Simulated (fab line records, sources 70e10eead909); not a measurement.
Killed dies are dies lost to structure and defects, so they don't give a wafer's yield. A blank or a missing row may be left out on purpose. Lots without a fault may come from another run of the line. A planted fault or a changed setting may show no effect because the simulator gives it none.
A struck lot beside a sound one | flow nand_harc | 15 steps out of a route of 1302
Sound: wafers L274.2, L274.3, L274.4. Struck: wafer L276.5. (L276.2 of the same lot was not struck and is left out.) The cause comes at the end.
At each step with rows: each side's tool, then ch and its chambers, then its first start. Under that, the readings that differ: sound wafers | struck wafers | difference of the means | sigmas: that difference in standard deviations of wafers without a fault.
alike: readings whose means differ by less than 2 such deviations, and words and numbers that are the same on both sides. not compared: withheld readings, readings that some wafer has no value for, bounds like >300 that may hide the same value, and numbers for which the record gives no deviation and whose values overlap.
The two part at a step that has a row with sigmas, a row that says differs or no value, or rows on one side only. Numbers that don't overlap but have no deviation are shown without sigmas and don't part them. A reading that every wafer of one side lacks parts them only if that side has two wafers or more.

first, 1 step without rows for these wafers: NHARC_A_CONTACT_ETCH_128 (etches the open film in C4F8/O2/Ar, time 197 s, target depth 1918 nm).
NHARC_A_CONTACT_ETCH_129: etches the open film in C4F8/O2/Ar, time 197 s, target depth 1918 nm.
  sound on har_cap_etch-02 ch 0,1, day 22 12:28; struck on har_cap_etch-01 ch 1, day 23 06:27
  alike: chamber_pressure_mTorr
  not compared: rf_hours_counter_h
then, 2 steps without rows for these wafers: NHARC_A_CONTACT_ETCH_130 (etches the open film in C4F8/O2/Ar, time 197 s, target depth 1918 nm); NHARC_A_CONTACT_ETCH_131 (etches the open film in C4F8/O2/Ar, time 197 s, target depth 1918 nm).
NHARC_A_CONTACT_ETCH_132: etches the open film in C4F8/O2/Ar, time 197 s, target depth 1924 nm.
  sound on har_cap_etch-02 ch 0,1, day 22 13:00; struck on har_cap_etch-01 ch 1, day 23 06:59
  alike: chamber_pressure_mTorr
  not compared: rf_hours_counter_h
NHARC_A_CONTACT_ETCH_133: etches the open film in C4F8/O2/Ar, time 374 s, target depth 1610 nm.
  sound on har_cap_etch-02 ch 0,1, day 22 13:11; struck on har_cap_etch-01 ch 1, day 23 07:10
  alike: chamber_pressure_mTorr
  not compared: rf_hours_counter_h
NHARC_A_CONTACT_ETCH_91: etches the open film in CH3F/O2, target depth 40 nm, time 85.7 s.
  sound on rie_diel-01 ch 1,2,3, day 22 13:59; struck on rie_diel-05 ch 0, day 23 07:59
  reading                     | sound          | struck | difference | sigmas
  drypump_motor_current_A (A) | 6.09 6.08 5.66 | 5.50   | -0.44      | -2
  alike: chamber_pressure_mTorr, oes_product_au, rf_vpp_V, showerhead_plenum_p_Torr, throttle_valve_pct
  not compared: rf_hours_counter_h
NHARC_A_CONTACT_ETCH_97: etches the open film in C4F6/O2, target depth 20 nm, time 10 s.
  sound on rie_diel-01 ch 0,1,3; struck on rie_diel-05 ch 0
  reading                | sound                | struck | difference | sigmas
  throttle_valve_pct (%) | 26.922 26.910 26.906 | 26.888 | -0.025     | -3
  alike: chamber_pressure_mTorr, drypump_motor_current_A, oes_product_au, rf_vpp_V, showerhead_plenum_p_Torr
  not compared: rf_hours_counter_h
NHARC_A_CONTACT_CD_MEAS_80:
  sound on cd_sem-02, day 22 14:20; struck on cd_sem-03, day 23 08:10
  reading    | sound             | struck | difference | sigmas
  cd_nm (nm) | 288.7 288.1 288.2 | 290.5  | +2.2       | +3
then, 3 steps without rows for these wafers: NHARC_A_CONTACT_STRIP_103 (strips in N2/H2); NHARC_A_CONTACT_STRIP_104 (strips in CF4/CHF3); NHARC_A_CONTACT_STRIP_105 (strips in O2/COS).
NHARC_A_CONTACT_ETCH_106: etches the open film in CF4/O2, target depth 90 nm, overetch 9 nm, time 49.5 s.
  sound on rie_diel-05 ch 0,1,3, day 22 14:37; struck on rie_diel-05 ch 3, day 23 08:28
  reading                | sound                | struck | difference | sigmas
  oes_product_au (a.u.)  | 1.006 0.987 0.990    | 0.887  | -0.107     | -12
  throttle_valve_pct (%) | 13.387 13.402 13.376 | 13.419 | +0.031     | +3
  alike: chamber_pressure_mTorr, drypump_motor_current_A, rf_vpp_V, showerhead_plenum_p_Torr
  not compared: rf_hours_counter_h
then, 1 step without rows for these wafers: NHARC_A_CONTACT_STRIP_82 (strips in O2).
-- the record jumps here: 2 days lie between the struck wafers' starts before and after (it left off in module A_CONTACT and takes up again in module END, whose first step shown is number 1302 of the route) --
NHARC_END_SORT_01:
  the record has rows for the struck wafers here (prober-01 ch 0, day 25 20:00) and none for the sound ones

WHERE THEY PART
First at NHARC_A_CONTACT_ETCH_91; last, within this record, at NHARC_END_SORT_01.

WHY: what the simulator had put in
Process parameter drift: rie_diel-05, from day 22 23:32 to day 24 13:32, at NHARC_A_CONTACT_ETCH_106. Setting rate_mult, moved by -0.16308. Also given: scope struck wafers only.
